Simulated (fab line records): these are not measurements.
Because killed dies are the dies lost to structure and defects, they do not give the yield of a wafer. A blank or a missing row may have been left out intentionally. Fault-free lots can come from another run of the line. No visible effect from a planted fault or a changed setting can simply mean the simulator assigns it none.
Which of the tools did it?	flow n5Finfet	Sampling: 12 lots, 36 wafers, 4 of 1938 route steps

WHAT THE GAUGES READ, wafer by wafer
N5_BEOL_M11_RS_MEAS_57: the measuring method here is four-point-probe.
lot	measured	on	M11_RS (ohm/sq)
L075	day 11 13:13	filmMetro-01	0.155 0.154 0.155
L077	day 12 06:14	filmMetro-01	0.158 0.152 0.158
L081	day 12 17:38	filmMetro-01	0.151 0.151 0.153
L080	day 13 06:30	filmMetro-01	0.159 0.155 0.144
L084	day 13 10:36	filmMetro-02	0.151 0.144 0.155
L086	day 13 21:08	filmMetro-02	0.158 0.156 0.161
L090	day 14 11:27	filmMetro-01	0.153 0.145 0.147
L088	day 15 02:37	filmMetro-02	0.158 0.149 0.147
L092	day 15 16:07	filmMetro-01	0.157 0.155 0.152
L093	day 15 20:31	filmMetro-01	0.147 0.144 0.147
L095	day 16 21:25	filmMetro-02	0.151 0.160 0.154
L096	day 17 00:15	filmMetro-02	0.161 0.162 0.151

TOOL THAT RAN EACH LOT (tool first, then ch and the chambers of the sampled wafers, then the start)
lot	N5_BEOL_M11_STRIP_36	N5_BEOL_M11_DEGAS_44	N5_BEOL_M11_SURFACE_TREAT_76
L075	rieDiel-04 ch 0,3, day 11 09:55	pvdSputter-03, day 11 10:49	pvdSputter-01, day 11 11:20
L077	rieDiel-04 ch 1,3, day 12 03:01	pvdSputter-03, day 12 04:17	pvdSputter-01, day 12 04:42
L081	rieDiel-04 ch 0,3, day 12 13:18	pvdSputter-03, day 12 16:03	pvdSputter-01, day 12 16:27
L080	rieDiel-03 ch 1,2,3, day 13 01:44	pvdSputter-01, day 13 04:53	pvdSputter-03, day 13 05:20
L084	rieDiel-03 ch 0,3, day 13 07:13	pvdSputter-03, day 13 08:24	pvdSputter-03, day 13 08:50
L086	rieDiel-03 ch 1,3, day 13 18:16	pvdSputter-01, day 13 19:18	pvdSputter-01, day 13 19:59
L090	rieDiel-04 ch 2,3, day 14 07:36	pvdSputter-01, day 14 08:34	pvdSputter-01, day 14 09:17
L088	rieDiel-03 ch 2,3, day 14 22:01	pvdSputter-02, day 15 01:02	pvdSputter-02, day 15 01:26
L092	rieDiel-04 ch 0,1,3, day 15 13:03	pvdSputter-01, day 15 13:57	pvdSputter-01, day 15 14:26
L093	rieDiel-03 ch 0,2, day 15 17:13	pvdSputter-01, day 15 18:33	pvdSputter-02, day 15 19:01
L095	rieDiel-06 ch 0,1, day 16 17:26	pvdSputter-03, day 16 18:13	pvdSputter-02, day 16 18:42
L096	rieDiel-06 ch 1,3, day 16 20:26	pvdSputter-03, day 16 21:22	pvdSputter-02, day 16 23:05
- N5_BEOL_M11_STRIP_36: strips in N2/H2.
- N5_BEOL_M11_DEGAS_44: time 60 s.
- N5_BEOL_M11_SURFACE_TREAT_76

THE ANSWER, worked out from the rows above alone
Rule: usual is defined by the lots themselves. The widest of any qualifying gaps counts: lots, ordered by their means at a reading, are off when they make up no more than a third of the lots, leave a main group of 4 or more, and stand apart from it by 3 or more times the standard deviation of that group's means. The tables above print the reading to a certain number of digits; a main group whose means all agree to those digits is not used. A lot without any number at a reading at which 4 lots or more have one is off too. All remaining lots with rows at the step are treated as sound.
Nothing can be told from this: no lot is off at any reading shown.

WHAT WAS PUT IN BY THE SIMULATOR
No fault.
